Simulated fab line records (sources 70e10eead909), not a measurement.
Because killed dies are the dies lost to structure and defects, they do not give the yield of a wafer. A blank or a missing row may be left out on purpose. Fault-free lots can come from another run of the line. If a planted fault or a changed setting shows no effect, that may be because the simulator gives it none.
The tool behind it: which one? :: flow nandHarc :: 12 lots, 36 wafers sampled, at 3 steps of a route of 1302

== WHAT THE GAUGES SHOWED, per wafer ==
NHARC_P_ZERO_WELL_CD_MEAS_24 targets a cd of 720 nm. Usual: cdNm reads 718.6 nm (standard deviation 1.7).
lot: L886
measured: day 2 08:38
on: cdSem-02
cdNm (nm): 721.1 719.8 720.5
flag: 

lot: L888
measured: day 3 04:37
on: cdSem-03
cdNm (nm): 717.8 719.2 718.1
flag: 

lot: L889
measured: day 3 14:35
on: cdSem-03
cdNm (nm): 717.0 719.7 717.9
flag: 

lot: L890
measured: day 4 00:59
on: cdSem-02
cdNm (nm): 719.7 718.2 722.0
flag: 

lot: L893
measured: day 5 06:44
on: cdSem-01
cdNm (nm): 716.9 717.9 715.6
flag: 

lot: L901
measured: day 8 14:29
on: cdSem-01
cdNm (nm): 720.2 720.0 718.8
flag: 

lot: L903
measured: day 9 10:31
on: cdSem-02
cdNm (nm): 717.2 716.6 719.0
flag: 

lot: L904
measured: day 9 20:59
on: cdSem-01
cdNm (nm): 720.0 721.2 722.5
flag: 

lot: L905
measured: day 10 06:35
on: cdSem-03
cdNm (nm): 717.3 718.2 720.6
flag: 

lot: L906
measured: day 10 16:28
on: cdSem-02
cdNm (nm): 717.8 716.3 719.8
flag: 

lot: L907
measured: day 11 02:29
on: cdSem-02
cdNm (nm): 714.8 715.3 718.2
flag: 

lot: L908
measured: day 11 12:30
on: cdSem-03
cdNm (nm): 719.3 718.4 721.9
flag: 

NHARC_P_ZERO_WELL_CD_MEAS_52 targets a cd of 2000 nm. Usual: cdNm reads 1999.5 nm (standard deviation 1.6).
lot: L886
measured: day 2 11:54
on: cdSem-02
cdNm (nm): 1998.9 1998.2 2000.9
flag: 

lot: L888
measured: day 3 07:47
on: cdSem-02
cdNm (nm): 1998.8 1999.6 2002.8
flag: 

lot: L889
measured: day 3 17:52
on: cdSem-02
cdNm (nm): 1999.0 2000.3 1998.7
flag: 

lot: L890
measured: day 4 04:16
on: cdSem-03
cdNm (nm): 1997.8 2002.0 1999.8
flag: 

lot: L893
measured: day 5 09:46
on: cdSem-03
cdNm (nm): 1981.3 1983.9 1983.1
flag: OFF

lot: L901
measured: day 8 17:39
on: cdSem-03
cdNm (nm): 1998.2 2000.6 1999.5
flag: 

lot: L903
measured: day 9 13:40
on: cdSem-03
cdNm (nm): 2003.1 1998.3 1998.6
flag: 

lot: L904
measured: day 10 00:10
on: cdSem-01
cdNm (nm): 2000.6 1997.4 2000.6
flag: 

lot: L905
measured: day 10 09:53
on: cdSem-03
cdNm (nm): 1999.7 1998.9 2000.7
flag: 

lot: L906
measured: day 10 19:36
on: cdSem-01
cdNm (nm): 1999.3 1998.4 1999.1
flag: 

lot: L907
measured: day 11 05:38
on: cdSem-03
cdNm (nm): 1999.6 2001.3 2001.3
flag: 

lot: L908
measured: day 11 15:41
on: cdSem-03
cdNm (nm): 1996.9 2001.8 2000.3
flag: 

== TOOL THAT RAN EACH LOT (tool first, then ch and the chambers of the sampled wafers, then the start) ==
lot: L886
NHARC_P_ZERO_WELL_EXPOSE_49: krfScanner-03 ch 0, day 2 11:46

lot: L888
NHARC_P_ZERO_WELL_EXPOSE_49: krfScanner-01 ch 0, day 3 07:38

lot: L889
NHARC_P_ZERO_WELL_EXPOSE_49: krfScanner-03 ch 0, day 3 17:43

lot: L890
NHARC_P_ZERO_WELL_EXPOSE_49: krfScanner-01 ch 0, day 4 04:07

lot: L893
NHARC_P_ZERO_WELL_EXPOSE_49: krfScanner-01 ch 0, day 5 09:36

lot: L901
NHARC_P_ZERO_WELL_EXPOSE_49: krfScanner-01 ch 0, day 8 17:30

lot: L903
NHARC_P_ZERO_WELL_EXPOSE_49: krfScanner-01 ch 0, day 9 13:30

lot: L904
NHARC_P_ZERO_WELL_EXPOSE_49: krfScanner-01 ch 0, day 10 00:01

lot: L905
NHARC_P_ZERO_WELL_EXPOSE_49: krfScanner-04 ch 0, day 10 09:44

lot: L906
NHARC_P_ZERO_WELL_EXPOSE_49: krfScanner-01 ch 0, day 10 19:27

lot: L907
NHARC_P_ZERO_WELL_EXPOSE_49: krfScanner-01 ch 0, day 11 05:29

lot: L908
NHARC_P_ZERO_WELL_EXPOSE_49: krfScanner-04 ch 0, day 11 15:32
- NHARC_P_ZERO_WELL_EXPOSE_49: exposes mask P HVPW, target cd 2000 nm.

== AS READ BY THE TOOLS THEMSELVES (means over the sampled wafers that have a number; for cases with no such wafer, the mark the record gives instead) ==
The record holds no such reading with a usual standard deviation.

== THE ANSWER, worked out from the rows above alone ==
Rule: a lot is off if the mean of its wafers that have a number lies more than 3 standard deviations from the usual mean. Also off: a lot with no number at a reading for which 4 or more lots have one. Any other lot the step has rows for is counted as sound. After the gauges, taken in route order, come the tools' own readings; for these a lot's mean is taken, as printed above. The first step at which some lot is off is used, and at that step the reading that is off furthest; a lot without a number counts as furthest.
Off: L893, at NHARC_P_ZERO_WELL_CD_MEAS_52 (cdNm).
A tool fits if, at a process step before that reading, it ran every lot that is off, and no sound lot after the first of them. Those tools and the gauges at NHARC_P_ZERO_WELL_CD_MEAS_52 are tried in the same way. None of those tried fits.

== WHAT HAD BEEN PUT IN BY THE SIMULATOR ==
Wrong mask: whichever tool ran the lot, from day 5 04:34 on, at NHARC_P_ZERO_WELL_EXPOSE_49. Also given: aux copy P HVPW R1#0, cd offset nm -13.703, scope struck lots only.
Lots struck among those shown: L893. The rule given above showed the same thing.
